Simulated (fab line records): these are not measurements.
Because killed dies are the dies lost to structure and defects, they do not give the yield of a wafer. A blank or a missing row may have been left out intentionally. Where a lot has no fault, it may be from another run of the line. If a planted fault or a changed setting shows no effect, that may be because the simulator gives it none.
fab line records	flow nandHarc
record: lots: 7	wafers: 21	lastDay: 33
route steps=1302 shown P_BONDPAD@361 END@1302
lots with no fault: from the same line, run without faults
startH: hours from the record's opening day to when the first of the lot's shown wafers began	waitH: time in hours since the lot's previous step	" repeats the value in the row above	L1.1+2: several wafers, shown together as one row	- no value, or no start given	* or withheld: withheld	< > ~ a bound
route shown NAME@n: a module of which the file shows steps, and the number in the route of the first	usual: average and standard deviation across the fault-free wafers	same: alike in all rows	chamber/n: place in a boat	sites: per-site readings	_std_site: the standard deviation of these	_edge_site: the outer-site mean with the inner-site mean subtracted	radiusMm: how far each site lies from the wafer's centre	mask NAME#n: copy n	behind: the last tool/chamber to shape the wafer	hold: the reason the lot was held/the length of the hold in hours/how it ended	device: whichever transistor did not switch (one of n, p or np)	end of line: tests run on the same wafers once the route is complete	a step with no rows: only its recipe	killed: count of dies lost to structure and defects at first sort (not the wafer's yield)	map: a wafer's dies, x killed, . not, _ none there
set.NAME: setting as actually run; set.NAME@STEP: the setting as run at that earlier step	model.NAME: the simulator's own value behind a step, which no gauge read
lots seen at some steps along the route; tables by step, rows by wafer
services: from which hour (startH, from the record's first day; less than 0 if before it) a tool's chamber was out of use, for how many hours, and why
== steps ==
step: NHARC_P_BONDPAD_EXPOSE_06
recipe: na: 0.55	doseMj: 37.06	maskId: P_BPAD
step: NHARC_P_BONDPAD_PEB_07
recipe: pebTempC: 128	pebTimeS: 80
step: NHARC_P_BONDPAD_DEVELOP_08
recipe: timeS: 50	devTempC: 22
step: NHARC_P_BONDPAD_CD_MEAS_09
recipe: targetCdNm: 500	landingEnergyEv: 500
usual: cdNm: 501/3
lot.wafer	tool	chamber	startH	waitH	cdNm
L911.2	cdSem-01	0	139.57	-	502
L911.4	"	0	"	"	499
L911.5	"	0	"	"	496
L922.1	cdSem-02	0	248.15	-	501
L922.4	"	0	"	"	497
L922.5	"	0	"	"	504
L924.2	cdSem-03	0	259.97	-	501
L924.3	"	0	"	"	501
L924.4	"	0	"	"	504
L923.2	cdSem-03	0	261.08	-	500
L923.4	"	0	"	"	496
L923.6	"	0	"	"	498
L929.3	cdSem-02	0	316.82	-	501
L929.5	"	0	"	"	506
L929.6	"	0	"	"	501
L931.1	cdSem-01	0	333.28	-	502
L931.4	"	0	"	"	498
L931.6	"	0	"	"	498
L933.1	cdSem-03	0	360.80	-	503
L933.4	"	0	"	"	500
L933.6	"	0	"	"	505
step: NHARC_P_BONDPAD_OVL_MEAS_38
usual: overlayXNm: -2/4.7	overlayYNm: -3/5.7
lot.wafer	tool	chamber	startH	waitH	overlayXNm	overlayYNm
L911.2	overlay-02	-	139.66	-	1	-7
L911.4	"	-	"	"	1	-7
L911.5	"	-	"	"	1	-7
L922.1	overlay-02	-	248.23	-	0	-4
L922.4	"	-	"	"	0	-4
L922.5	"	-	"	"	0	-3
L924.2	overlay-02	-	260.06	-	-2	9
L924.3	"	-	"	"	-2	9
L924.4	"	-	"	"	-1	8
L923.2	overlay-01	-	261.16	-	-6	-7
L923.4	"	-	"	"	-5	-7
L923.6	"	-	"	"	-5	-6
L929.3	overlay-02	-	316.91	-	0	0
L929.5	"	-	"	"	0	-1
L929.6	"	-	"	"	0	-1
L931.1	overlay-01	-	333.37	-	3	-6
L931.4	"	-	"	"	3	-6
L931.6	"	-	"	"	4	-6
L933.1	overlay-01	-	360.89	-	3	-1
L933.4	"	-	"	"	2	0
L933.6	"	-	"	"	2	0
step: NHARC_P_BONDPAD_HARDBAKE_10
recipe: tempC: 118	timeS: 65
step: NHARC_P_BONDPAD_DESCUM_11
recipe: timeS: 3	o2FlowSccm: 200	arFlowSccm: 0	biasPowerW: 0	chemistry: O2
usual: drypumpMotorCurrentA: 5.8/0.46	mfcArSccm: 0.009/0.013	oesProductAu: 0.994/0.013	rfVppV: 57.8/0.88	showerheadPlenumPTorr: 1.92/0.068	throttleValvePct: 11.311/0.0092
lot.wafer	tool	chamber	startH	waitH	drypumpMotorCurrentA	mfcArSccm	oesProductAu	rfHoursCounterH	rfVppV	showerheadPlenumPTorr	throttleValvePct
L911.4	rieDiel-12	2	139.80	-	5.8	0.038	1.002	2.8	57.3	1.97	11.311
L911.2	"	3	"	"	5.3	0	1.027	2.4	57.5	2.02	11.319
L911.5	"	1	"	"	5.1	0	0.983	-	56.1	1.82	11.298
L922.1	rieDiel-12	2	248.36	-	5.8	0.038	1.003	9.3	57.2	1.97	11.332
L922.4	"	1	"	"	5.0	0	0.979	8.4	57.2	1.82	11.334
L922.5	"	2	"	"	5.9	0.038	0.996	-	57.8	1.96	11.317
L924.2	rieDiel-10	2	260.19	-	6.7	0.031	1.022	1.4	58.0	1.88	11.308
L924.4	"	3	"	"	6.1	0	0.997	1.4	58.3	1.92	11.327
L924.3	"	0	"	"	6.4	0	1.014	1.4	57.6	2.01	11.301
L923.4	rieDiel-10	2	261.29	-	6.8	0.031	1.007	1.5	56.7	1.88	11.319
L923.2	"	3	"	"	6.1	0	0.985	1.5	58.0	1.92	11.299
L923.6	"	2	"	"	6.7	0.031	1.010	-	57.3	1.88	11.295
L929.3	rieDiel-10	0	317.05	-	6.4	0	1.001	5.1	59.5	2.01	11.315
L929.5	"	2	"	"	6.7	0.031	0.992	-	56.8	1.87	11.310
L929.6	"	3	"	"	6.1	0	0.990	-	58.3	1.92	11.302
L931.1	rieDiel-10	0	333.51	-	6.4	0	1.000	5.8	58.2	2.01	11.308
L931.4	"	1	"	"	5.9	0	0.999	6.3	58.0	1.87	11.324
L931.6	"	3	"	"	6.1	0	0.993	-	56.1	1.92	11.316
L933.4	rieDiel-03	1	361.02	-	5.5	0.012	1.014	2.5	55.6	1.85	11.324
L933.1	"	3	"	"	5.6	0	0.993	2.5	59.4	1.94	11.316
L933.6	"	0	"	"	5.7	0	0.986	-	58.1	2.01	11.315
step: NHARC_P_BONDPAD_ETCH_37
recipe: targetDepthA: 600	overetchA: 180	timeS: 65.91	ionEnergyEv: 200	n2FlowSccm: 150	h2FlowSccm: 150	arFlowSccm: 0	rfW: 400	biasW: 150	chemistry: N2/H2
step: NHARC_P_BONDPAD_ETCH_12
recipe: targetDepthA: 2000	timeS: 100	chf3FlowSccm: 50	o2FlowSccm: 10	arFlowSccm: 200	rfW: 500	biasW: 200	chemistry: CHF3/O2
usual: drypumpMotorCurrentA: 5.8/0.47	mfcArSccm: 199.9/0.56	oesProductAu: 0.934/0.025	rfVppV: 370.7/1.9	showerheadPlenumPTorr: 2.41/0.082	throttleValvePct: 20.573/0.0093
lot.wafer	tool	chamber	startH	waitH	drypumpMotorCurrentA	mfcArSccm	oesProductAu	rfHoursCounterH	rfVppV	showerheadPlenumPTorr	throttleValvePct
L911.4	rieDiel-12	0	-	-	6.7	200.0	0.947	2.1	370.1	2.32	20.590
L911.2	"	1	"	"	5.1	199.1	0.948	2.4	368.2	2.29	20.583
L911.5	"	3	"	"	5.3	200.1	0.986	-	372.5	2.53	20.578
L922.4	rieDiel-12	1	-	-	5.1	199.5	0.916	8.4	368.7	2.29	20.579
L922.1	"	0	"	"	6.7	200.3	0.929	8.2	369.6	2.32	20.579
L922.5	"	1	"	"	5.1	199.5	0.918	-	368.2	2.29	20.586
L924.2	rieDiel-10	2	-	-	6.7	201.2	0.962	1.4	369.7	2.36	20.574
L924.3	"	0	"	"	6.4	199.7	0.993	1.4	374.6	2.52	20.582
L924.4	"	1	"	"	5.9	200.1	0.954	1.4	370.0	2.35	20.577
L923.4	rieDiel-10	0	-	-	6.4	199.4	0.976	1.6	372.1	2.52	20.562
L923.2	"	1	"	"	5.9	200.4	0.969	1.6	370.4	2.35	20.570
L923.6	"	3	"	"	6.1	199.7	0.946	-	370.5	2.41	20.564
L929.3	rieDiel-10	2	-	-	6.7	200.5	0.925	6.2	369.6	2.35	20.569
L929.5	"	0	"	"	6.4	199.7	0.933	-	373.7	2.51	20.570
L929.6	"	1	"	"	5.9	199.8	0.914	-	369.1	2.35	20.570
L931.4	rieDiel-10	1	-	-	5.9	199.1	0.912	6.3	369.3	2.35	20.575
L931.1	"	3	"	"	6.1	199.4	0.920	6.4	371.9	2.41	20.559
L931.6	"	2	"	"	6.7	200.2	0.927	-	369.9	2.35	20.580
L933.1	rieDiel-03	1	-	-	5.5	199.5	0.971	2.5	368.1	2.33	20.564
L933.4	"	3	"	"	5.7	199.3	0.962	2.5	372.0	2.43	20.568
L933.6	"	1	"	"	5.5	199.5	0.971	-	369.5	2.33	20.560
step: NHARC_P_BONDPAD_CD_MEAS_13
usual: cdNm: 500/3.1
lot.wafer	tool	chamber	startH	waitH	cdNm
L911.2	cdSem-03	-	140.10	-	501
L911.4	"	-	"	"	497
L911.5	"	-	"	"	496
L922.1	cdSem-03	-	248.67	-	498
L922.4	"	-	"	"	497
L922.5	"	-	"	"	504
L924.2	cdSem-02	-	260.50	-	500
L924.3	"	-	"	"	502
L924.4	"	-	"	"	501
L923.2	cdSem-02	-	261.61	-	498
L923.4	"	-	"	"	496
L923.6	"	-	"	"	496
L929.3	cdSem-03	-	317.35	-	500
L929.5	"	-	"	"	506
L929.6	"	-	"	"	500
L931.1	cdSem-01	-	333.81	-	502
L931.4	"	-	"	"	496
L931.6	"	-	"	"	495
L933.1	cdSem-01	-	361.34	-	502
L933.4	"	-	"	"	500
L933.6	"	-	"	"	505
step: NHARC_P_BONDPAD_STRIP_15
recipe: o2FlowSccm: 500	arFlowSccm: 0	biasW: 0	chemistry: O2
usual: chamberPressureMTorr: 60.00/0.054	drypumpMotorCurrentA: 5.9/0.53	mfcArSccm: 0.008/0.013	oesProductAu: 0.992/0.013	rfVppV: 57.9/0.87	showerheadPlenumPTorr: 3.53/0.12	throttleValvePct: 17.036/0.0091
same: biasW: 0
lot.wafer	tool	chamber	startH	waitH	chamberPressureMTorr	drypumpMotorCurrentA	mfcArSccm	oesProductAu	rfHoursCounterH	rfVppV	showerheadPlenumPTorr	throttleValvePct
L911.4	rieDiel-03	0	140.17	0.1	60.01	5.7	0	0.971	0.7	59.0	3.70	17.035
L911.2	"	1	"	"	60.01	5.5	0.012	0.981	0.6	58.6	3.43	17.029
L911.5	"	0	"	"	60.09	5.8	0	0.979	-	58.6	3.70	17.032
L922.4	rieDiel-03	1	248.75	0.1	59.90	5.5	0.012	0.980	3.8	58.2	3.43	17.024
L922.1	"	3	"	"	60.04	5.6	0	1.006	3.7	57.7	3.57	17.047
L922.5	"	1	"	"	59.98	5.5	0.012	0.977	-	56.0	3.43	17.034
L924.3	rieDiel-10	0	260.57	0.1	59.94	6.4	0	0.999	1.5	57.2	3.69	17.015
L924.4	"	2	"	"	60.04	6.7	0.031	1.017	1.5	57.2	3.46	17.017
L924.2	"	3	"	"	59.96	6.1	0	0.991	1.5	56.5	3.54	17.046
L923.2	rieDiel-03	3	261.68	0.1	59.98	5.6	0	1.004	4.3	57.9	3.57	17.049
L923.4	"	0	"	"	60.11	5.8	0	0.981	4.6	59.3	3.70	17.037
L923.6	"	0	"	"	59.96	5.8	0	0.972	-	57.3	3.70	17.041
L929.3	rieDiel-03	3	317.43	0.1	60.00	5.6	0	0.988	1.1	58.5	3.57	17.024
L929.5	"	2	"	"	59.99	5.5	0.020	1.013	-	56.6	3.43	17.043
L929.6	"	3	"	"	59.95	5.7	0	1.000	-	57.9	3.57	17.032
L931.1	rieDiel-12	1	333.92	0.1	60.03	5.1	0	0.983	2.5	57.6	3.36	17.030
L931.4	"	1	"	"	60.02	5.1	0	0.988	-	55.8	3.36	17.047
L931.6	"	1	"	"	60.00	5.1	0	0.991	-	59.1	3.36	17.040
L933.1	rieDiel-12	3	361.43	0.1	59.94	5.3	0	0.999	2.3	57.1	3.70	17.034
L933.4	"	1	"	"	59.98	5.0	0	0.993	3.8	56.3	3.36	17.039
L933.6	"	3	"	"	59.97	5.3	0	1.004	-	58.8	3.70	17.051
step: NHARC_P_BONDPAD_ETCH_24
recipe: targetDepthA: 300	overEtchFrac: 0.3	timeS: 72.99	ionEnergyEv: 150	cf4FlowSccm: 50	n2FlowSccm: 100	arFlowSccm: 150	rfW: 300	biasW: 100	chemistry: CF4/N2
usual: cf4FlowSccm: 49.99/0.15	drypumpMotorCurrentA: 5.9/0.53	mfcArSccm: 150.0/0.52	oesProductAu: 0.994/0.013	rfVppV: 314.2/1.7	showerheadPlenumPTorr: 2.62/0.088	throttleValvePct: 19.794/0.0098
lot.wafer	tool	chamber	startH	waitH	cf4FlowSccm	drypumpMotorCurrentA	mfcArSccm	oesProductAu	rfHoursCounterH	rfVppV	showerheadPlenumPTorr	throttleValvePct
L911.4	rieDiel-03	2	-	-	49.87	5.5	150.5	0.994	0.6	312.6	2.55	19.800
L911.2	"	0	"	"	50.23	5.7	149.1	0.972	0.8	316.9	2.76	19.798
L911.5	"	3	"	"	50.08	5.6	149.8	1.020	-	313.3	2.66	19.792
L922.4	rieDiel-03	2	-	-	50.12	5.5	149.7	0.996	3.6	312.7	2.55	19.805
L922.1	"	0	"	"	50.00	5.7	150.1	0.980	3.9	316.6	2.76	19.796
L922.5	"	3	"	"	49.90	5.6	149.9	1.004	-	315.1	2.66	19.807
L924.2	rieDiel-10	1	-	-	50.14	5.9	149.5	1.001	1.5	313.0	2.57	19.767
L924.4	"	2	"	"	50.10	6.8	150.0	1.005	1.5	312.9	2.58	19.792
L924.3	"	3	"	"	50.13	6.1	150.1	0.986	1.5	313.6	2.63	19.810
L923.4	rieDiel-03	1	-	-	50.13	5.5	149.7	0.961	4.7	312.4	2.55	19.777
L923.2	"	2	"	"	50.10	5.6	150.1	0.988	4.5	313.3	2.55	19.791
L923.6	"	0	"	"	49.95	5.7	149.2	0.969	-	318.6	2.76	19.789
L929.3	rieDiel-03	0	-	-	50.11	5.8	149.5	0.997	1.3	315.6	2.75	19.793
L929.5	"	2	"	"	49.78	5.5	149.9	1.027	-	312.3	2.55	19.781
L929.6	"	3	"	"	49.86	5.7	150.5	0.994	-	315.6	2.66	19.804
L931.1	rieDiel-12	1	334.15	0.2	49.92	5.1	150.6	0.987	2.5	311.9	2.50	19.801
L931.4	"	1	"	"	49.73	5.0	149.8	0.991	-	312.4	2.50	19.802
L931.6	"	1	"	"	50.06	5.0	150.5	0.993	-	309.7	2.50	19.782
L933.1	rieDiel-12	0	-	-	49.96	6.7	150.0	0.980	3.8	311.8	2.54	19.801
L933.4	"	1	"	"	50.07	5.0	150.0	0.988	3.8	313.1	2.50	19.782
L933.6	"	1	"	"	49.91	5.0	149.7	0.993	-	311.7	2.50	19.779
step: NHARC_P_BONDPAD_STRIP_16
recipe: timeS: 600	tempC: 30	chemistry: postEtchResidueRemover
usual: bathHeatDutyPct: 12.6/1.5	runLengthS: 603.7/0.87	tempC: 29.99/0.11
lot.wafer	tool	chamber	startH	waitH	bathHeatDutyPct	runLengthS	tempC
L911.2	wetBench-08	0	140.46	-	13.2	604.5	29.85
L911.5	"	1	"	"	13.0	603.2	29.87
L911.4	"	3	"	"	13.3	602.4	30.02
L922.4	wetBench-08	1	249.03	-	-	-	-
L922.1	"	3	"	"	-	-	-
L922.5	"	5	"	"	-	-	-
L924.2	wetBench-08	7	260.85	-	-	-	-
L924.4	"	0	"	"	-	-	-
L924.3	"	4	"	"	-	-	-
L923.6	wetBench-08	6	261.96	-	-	-	-
L923.2	"	0	"	"	-	-	-
L923.4	"	1	"	"	-	-	-
L929.6	wetBench-08	6	317.70	-	13.9	603.6	30.13
L929.3	"	7	"	"	12.6	604.2	29.95
L929.5	"	2	"	"	11.1	602.5	30.01
L931.4	wetBench-08	6	334.31	0.1	13.9	603.2	30.00
L931.6	"	7	"	"	12.6	603.2	30.06
L931.1	"	2	"	"	11.0	602.6	29.96
L933.1	wetBench-10	5	361.70	-	15.5	602.1	29.99
L933.4	"	6	"	"	14.2	603.7	29.94
L933.6	"	0	"	"	12.3	603.2	29.84
step: NHARC_P_BONDPAD_DEGAS_25
recipe: tempC: 300	timeS: 60
usual: heaterPowerW: 475/39
lot.wafer	tool	chamber	startH	waitH	heaterPowerW
L911.2	pvdSputter-01	-	140.77	-	535
L911.4	"	-	"	"	470
L911.5	"	-	"	"	444
L922.4	pvdSputter-02	-	249.29	0.3	513
L922.1	"	-	"	"	519
L922.5	"	-	"	"	502
L924.2	pvdSputter-01	-	261.12	0.3	510
L924.4	"	-	"	"	464
L924.3	"	-	"	"	533
L923.2	pvdSputter-02	-	262.23	0.2	508
L923.4	"	-	"	"	499
L923.6	"	-	"	"	507
L929.3	pvdSputter-03	-	317.97	-	421
L929.5	"	-	"	"	460
L929.6	"	-	"	"	424
L931.4	pvdSputter-01	-	334.57	-	507
L931.1	"	-	"	"	532
L931.6	"	-	"	"	519
L933.1	pvdSputter-01	-	361.97	-	462
L933.4	"	-	"	"	510
L933.6	"	-	"	"	455
step: NHARC_END_SORT_01
recipe: tempC: 25
usual: defectLimitedYield: 90/3.1	killedAtArray: 59/20	killedAtOther: 0.8/1.1	killedAtPeriphery: 5/3.1	killedDies: 64/21	killedOpen: 3.4/1.9	killedShort: 2.3/1.7
same: grossDies: 677
lot.wafer	tool	chamber	startH	waitH	defectLimitedYield[%]	killedAtArray	killedAtOther	killedAtPeriphery	killedDies	killedOpen	killedShort
L911.2	prober-01	0	574.99	2.8	87	79	0	9	88	2	1
L911.4	prober-01	0	576.57	3.3	86	83	1	8	92	6	2
L911.5	prober-01	0	577.35	3.6	86	84	0	8	92	5	2
L922.1	prober-02	0	674.49	2.5	94	36	1	4	41	2	3
L922.4	prober-02	0	676.91	3.4	94	39	0	3	42	4	8
L922.5	prober-02	0	677.72	3.7	93	42	1	2	45	5	4
L924.2	prober-01	0	690.34	2.8	90	63	0	6	69	3	2
L924.3	prober-01	0	691.15	3.1	91	61	0	3	64	1	1
L924.4	prober-01	0	691.95	3.4	88	75	0	5	80	4	2
L923.2	prober-02	0	690.35	2.8	91	57	1	4	62	3	5
L923.4	prober-02	0	691.94	3.4	92	53	1	2	56	1	3
L923.6	prober-02	0	693.54	4.0	94	41	0	2	43	3	0
L929.3	prober-02	0	747.42	3.1	91	52	1	10	63	5	4
L929.5	prober-02	0	749.01	3.7	86	81	2	10	93	2	3
L929.6	prober-02	0	749.80	4.0	86	86	2	10	98	5	1
L931.1	prober-01	0	761.46	2.5	91	55	2	2	59	1	4
L931.4	prober-01	0	763.87	3.4	91	56	4	3	63	4	9
L931.6	prober-01	0	765.47	4.0	89	66	3	4	73	8	1
L933.1	prober-01	0	780.35	2.6	93	43	0	4	47	4	4
L933.4	prober-01	0	782.77	3.4	92	47	0	6	53	2	3
L933.6	prober-01	0	784.38	4.0	91	53	0	5	58	4	0
killed by level:class
L911.2 A_CHANNEL_HOLE_D1:chamberFilmFlake=31 A_CHANNEL_HOLE_D2:chamberFilmFlake=29 A_STAIRCASE:chamberFilmFlake=11 P_M0:chamberFilmFlake=5 P_CONTACT:chamberFilmFlake=3 A_WL_FILL:chamberFilmFlake=2 A_CONTACT:chamberFilmFlake=2 A_SOURCE_PLATE:geometricParticle:open=1
L911.4 A_CHANNEL_HOLE_D2:chamberFilmFlake=34 A_CHANNEL_HOLE_D1:chamberFilmFlake=29 A_STAIRCASE:chamberFilmFlake=5 A_CONTACT:chamberFilmFlake=5 P_ZERO_WELL:chamberFilmFlake=3 A_WL_FILL:chamberFilmFlake=3 A_ONON_D2:geometricParticle:open=2 P_M0:geometricParticle:open=1
L911.5 A_CHANNEL_HOLE_D1:chamberFilmFlake=35 A_CHANNEL_HOLE_D2:chamberFilmFlake=28 A_STAIRCASE:chamberFilmFlake=7 A_CONTACT:chamberFilmFlake=5 P_CONTACT:chamberFilmFlake=4 P_CONTACT:geometricParticle:open=1 P_M0:geometricParticle:open=1 A_ONON_D2:geometricParticle:open=1
L922.1 A_CHANNEL_HOLE_D2:chamberFilmFlake=20 A_CHANNEL_HOLE_D1:chamberFilmFlake=5 P_ZERO_WELL:chamberFilmFlake=2 A_STAIRCASE:chamberFilmFlake=2 A_SLIT:chamberFilmFlake=2 P_M0:geometricParticle:short=1 A_CHANNEL_FILL_D1:geometricParticle:open=1 A_WL_FILL:geometricParticle:short=1
L922.4 A_CHANNEL_HOLE_D2:chamberFilmFlake=13 A_CHANNEL_HOLE_D1:chamberFilmFlake=5 A_M1:chamberFilmFlake=4 A_STAIRCASE:chamberFilmFlake=3 A_WL_FILL:geometricParticle:short=2 A_SLIT:chamberFilmFlake=2 P_CONTACT:geometricParticle:open=1 P_CONTACT:geometricParticle:short=1
L922.5 A_CHANNEL_HOLE_D2:chamberFilmFlake=22 A_CHANNEL_FILL_D2:chamberFilmFlake=3 A_STAIRCASE:chamberFilmFlake=3 A_SLIT:chamberFilmFlake=3 A_M1:chamberFilmFlake=3 P_CONTACT:geometricParticle:open=1 P_M0:geometricParticle:open=1 A_CHANNEL_FILL_D1:geometricParticle:short=1
L924.2 A_SLIT:chamberFilmFlake=27 A_CHANNEL_HOLE_D2:chamberFilmFlake=14 A_CHANNEL_HOLE_D1:chamberFilmFlake=7 A_CONTACT:chamberFilmFlake=4 P_CONTACT:chamberFilmFlake=3 A_STAIRCASE:chamberFilmFlake=3 A_SGD_CUT:chamberFilmFlake=2 A_M1:chamberFilmFlake=2
L923.2 A_SLIT:chamberFilmFlake=33 A_WL_FILL:chamberFilmFlake=5 A_CHANNEL_HOLE_D1:chamberFilmFlake=4 A_M1:chamberFilmFlake=4 A_CHANNEL_FILL_D1:geometricParticle:short=2 A_STAIRCASE:chamberFilmFlake=2 P_M1:geometricParticle:open=1 A_ONON_D1:geometricParticle:short=1
L924.3 A_CHANNEL_HOLE_D2:chamberFilmFlake=24 A_SLIT:chamberFilmFlake=19 A_STAIRCASE:chamberFilmFlake=3 A_SGD_CUT:chamberFilmFlake=3 A_CONTACT:chamberFilmFlake=3 P_BONDPAD:chamberFilmFlake=2 A_ZERO_WELL:chamberFilmFlake=2 A_CHANNEL_HOLE_D1:chamberFilmFlake=2
L923.4 A_SLIT:chamberFilmFlake=28 A_CHANNEL_HOLE_D1:chamberFilmFlake=6 A_WL_FILL:chamberFilmFlake=6 A_CONTACT:chamberFilmFlake=3 A_DECK1_JOINT:geometricParticle:short=2 A_STAIRCASE:chamberFilmFlake=2 A_M1:chamberFilmFlake=2 A_CHANNEL_FILL_D1:geometricParticle:short=1
L924.4 A_SLIT:chamberFilmFlake=34 A_CHANNEL_HOLE_D2:chamberFilmFlake=15 A_CHANNEL_HOLE_D1:chamberFilmFlake=5 P_CONTACT:chamberFilmFlake=3 A_STAIRCASE:chamberFilmFlake=3 A_SGD_CUT:chamberFilmFlake=3 A_CONTACT:chamberFilmFlake=3 A_M1:chamberFilmFlake=2
L923.6 A_SLIT:chamberFilmFlake=25 A_CHANNEL_HOLE_D1:chamberFilmFlake=5 A_WL_FILL:chamberFilmFlake=3 A_CONTACT:chamberFilmFlake=3 A_WL_FILL:geometricParticle:open=2 P_GATE:geometricParticle:open=1 P_ZERO_WELL:chamberFilmFlake=1 A_CHANNEL_FILL_D1:chamberFilmFlake=1
L929.3 A_SLIT:chamberFilmFlake=16 A_CHANNEL_HOLE_D2:chamberFilmFlake=13 A_CHANNEL_FILL_D1:chamberFilmFlake=6 P_M0:chamberFilmFlake=4 A_WL_FILL:chamberFilmFlake=3 A_ONON_D1:geometricParticle:open=2 P_STI:chamberFilmFlake=2 P_GATE:chamberFilmFlake=2
L929.5 A_CHANNEL_HOLE_D2:chamberFilmFlake=31 A_SLIT:chamberFilmFlake=26 A_CHANNEL_HOLE_D1:chamberFilmFlake=6 P_CONTACT:chamberFilmFlake=4 P_M0:chamberFilmFlake=4 A_STAIRCASE:chamberFilmFlake=4 A_CONTACT:chamberFilmFlake=4 A_CHANNEL_FILL_D1:chamberFilmFlake=3
L929.6 A_SLIT:chamberFilmFlake=33 A_CHANNEL_HOLE_D2:chamberFilmFlake=18 A_CHANNEL_HOLE_D1:chamberFilmFlake=8 A_STAIRCASE:chamberFilmFlake=6 A_WL_FILL:chamberFilmFlake=6 P_CONTACT:chamberFilmFlake=5 A_CONTACT:chamberFilmFlake=4 A_CHANNEL_FILL_D1:chamberFilmFlake=3
L931.1 A_SLIT:chamberFilmFlake=26 A_CONTACT:chamberFilmFlake=11 A_CHANNEL_HOLE_D1:chamberFilmFlake=10 A_STAIRCASE:chamberFilmFlake=3 A_ZERO_WELL:chamberFilmFlake=2 P_M0:geometricParticle:short=1 A_ONON_D2:geometricParticle:short=1 A_M0:geometricParticle:open=1
L931.4 A_SLIT:chamberFilmFlake=25 A_CHANNEL_HOLE_D1:chamberFilmFlake=11 A_CONTACT:chamberFilmFlake=5 THIN_TSV:chamberFilmFlake=4 A_ONON_D1:geometricParticle:short=2 A_CHANNEL_HOLE_D2:chamberFilmFlake=2 P_M1:geometricParticle:short=1 A_CHANNEL_HOLE_D1:geometricParticle:open=1
L931.6 A_SLIT:chamberFilmFlake=33 A_CHANNEL_HOLE_D1:chamberFilmFlake=19 A_M0:geometricParticle:open=4 A_CONTACT:chamberFilmFlake=4 P_GATE:chamberFilmFlake=3 THIN_TSV:chamberFilmFlake=3 P_CONTACT:geometricParticle:open=1 A_ONON_D1:geometricParticle:open=1
L933.1 A_SLIT:chamberFilmFlake=16 A_CHANNEL_HOLE_D1:chamberFilmFlake=9 A_STAIRCASE:chamberFilmFlake=5 A_CONTACT:chamberFilmFlake=3 P_CONTACT:geometricParticle:open=2 P_STI:chamberFilmFlake=2 A_DECK1_JOINT:chamberFilmFlake=2 A_ONON_D1:geometricParticle:open=1
L933.4 A_SLIT:chamberFilmFlake=26 A_CHANNEL_HOLE_D1:chamberFilmFlake=8 P_STI:chamberFilmFlake=6 A_STAIRCASE:chamberFilmFlake=3 A_CONTACT:chamberFilmFlake=3 A_ONON_D1:geometricParticle:short=2 A_SGD_CUT:geometricParticle:open=1 A_SLIT:geometricParticle:open=1
L933.6 A_SLIT:chamberFilmFlake=26 A_CHANNEL_HOLE_D1:chamberFilmFlake=16 A_STAIRCASE:chamberFilmFlake=4 P_STI:chamberFilmFlake=3 A_DECK1_JOINT:chamberFilmFlake=2 A_CONTACT:chamberFilmFlake=2 P_STI:geometricParticle:open=1 P_GATE:geometricParticle:open=1
== services ==
tool	chamber	startH	hours	kind
wetBench-08	-	118.42	8.0	pm
pvdSputter-02	-	130.63	14.1	repair
wetBench-10	-	135.20	8.0	pm
rieDiel-10	1	138.61	15.9	repair
rieDiel-12	-	143.49	0.7	repair
rieDiel-10	2	159.70	4.9	repair
rieDiel-10	3	160.82	4.3	repair
pvdSputter-03	-	170.00	10.0	pm
rieDiel-10	1	186.48	4.1	repair
wetBench-10	-	188.44	3.2	repair
rieDiel-10	2	206.09	1.2	repair
rieDiel-12	0	217.70	8.0	repair
pvdSputter-01	-	226.00	10.0	pm
rieDiel-10	-	242.50	9.0	pm
rieDiel-12	-	268.40	9.0	pm
pvdSputter-02	-	282.00	10.0	pm
rieDiel-03	-	285.54	9.0	pm
wetBench-08	-	294.42	8.0	pm
rieDiel-10	3	298.93	6.9	repair
rieDiel-10	0	305.69	9.4	repair
rieDiel-12	-	315.92	1.6	repair
rieDiel-12	2	321.12	15.3	repair
rieDiel-12	3	324.38	10.3	repair
rieDiel-10	3	347.19	7.3	repair
== key ==
firstSign: step: NHARC_P_BONDPAD_STRIP_16	reading: toolRecord	direction: missing
effect none on later readings
metAt NHARC_P_BONDPAD_STRIP_16
struckWafers L922.1,L922.4,L922.5,L923.2,L923.4,L923.6,L924.2,L924.3,L924.4
onsetBetween 140.46 249.03
fault: kind: skippedStepWhole	tool: wetBench-08	chamber: -	onsetH: 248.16	steps: NHARC_P_BONDPAD_STRIP_16	scope: struckLotsOnly
